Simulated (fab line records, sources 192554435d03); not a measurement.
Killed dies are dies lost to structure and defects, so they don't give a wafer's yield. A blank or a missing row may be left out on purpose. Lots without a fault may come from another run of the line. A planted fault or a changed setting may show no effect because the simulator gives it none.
Chamber matching | flow n5_finfet | N5_BEOL_M12_TRENCH_ETCH_34 on rie_diel-06: 4 sister chambers
The step etches SiOC in C4F8/O2/Ar, target depth 318.95 nm, time 125.5 s. 18 wafers are shown with their chamber, then 9 later ones without.

WAFERS WITH THEIR CHAMBER
wafer  | chamber | showerhead_plenum_p_Torr (Torr) | throttle_valve_pct (%) | drypump_motor_current_A (A)
L077.1 | 2       | 3.49                            | 24.22                  | 5.3
L077.2 | 1       | 3.61                            | 24.17                  | 5.7
L077.4 | 0       | 3.25                            | 24.58                  | 6.1
L079.3 | 1       | 3.61                            | 24.16                  | 5.7
L079.4 | 2       | 3.49                            | 24.22                  | 5.3
L079.6 | 2       | 3.49                            | 24.23                  | 5.3
L081.2 | 0       | 3.24                            | 24.57                  | 6.0
L081.4 | 3       | 3.40                            | 24.04                  | 6.1
L081.5 | 0       | 3.24                            | 24.57                  | 6.1
L083.2 | 2       | 3.49                            | 24.23                  | 5.3
L083.5 | 3       | 3.40                            | 24.07                  | 6.0
L083.6 | 2       | 3.49                            | 24.23                  | 5.3
L084.3 | 1       | 3.60                            | 24.19                  | 5.7
L084.4 | 3       | 3.40                            | 24.05                  | 6.0
L084.5 | 0       | 3.24                            | 24.58                  | 6.0
L087.1 | 1       | 3.60                            | 24.19                  | 5.7
L087.4 | 3       | 3.39                            | 24.06                  | 6.0
L087.6 | 2       | 3.48                            | 24.22                  | 5.3

SIGNATURES (means of the wafers above)
reading                  | chamber 0 | chamber 1 | chamber 2 | chamber 3 | scatter within a chamber
showerhead_plenum_p_Torr | 3.2425    | 3.6050    | 3.4883    | 3.3975    | 0.00488
throttle_valve_pct       | 24.5750   | 24.1775   | 24.2250   | 24.0550   | 0.0101
drypump_motor_current_A  | 6.050     | 5.700     | 5.300     | 6.025     | 0.0354
Rule: a wafer's distance from a chamber is the root of the sum, over the readings, of the square of ((its reading less the chamber's mean) divided by the reading's scatter). The wafer belongs to the nearest chamber; if the next one is less than 2 further off, it can't be placed. The scatter: the root of (the sum of the squares of (reading less its chamber's mean) over the shown wafers, divided by (wafers less chambers)).

WAFERS WITHOUT THEIR CHAMBER
wafer  | showerhead_plenum_p_Torr (Torr) | throttle_valve_pct (%) | drypump_motor_current_A (A)
L091.3 | 3.59                            | 24.20                  | 5.7
L091.4 | 3.39                            | 24.08                  | 6.0
L091.5 | 3.24                            | 24.61                  | 6.0
L090.2 | 3.23                            | 24.60                  | 6.0
L090.3 | 3.48                            | 24.25                  | 5.3
L090.4 | 3.59                            | 24.20                  | 5.7
L096.1 | 3.39                            | 24.08                  | 6.0
L096.4 | 3.59                            | 24.23                  | 5.7
L096.6 | 3.47                            | 24.26                  | 5.3

WHICH CHAMBER EACH WENT THROUGH
wafer  | from the rows above | in truth
L091.3 | 1                   | 1
L091.4 | 3                   | 3
L091.5 | 0                   | 0
L090.2 | 0                   | 0
L090.3 | 2                   | 2
L090.4 | 1                   | 1
L096.1 | 3                   | 3
L096.4 | 1                   | 1
L096.6 | 2                   | 2
Placed correctly: 9 of 9. Can't be placed from these rows: 0. Placed wrongly: 0.
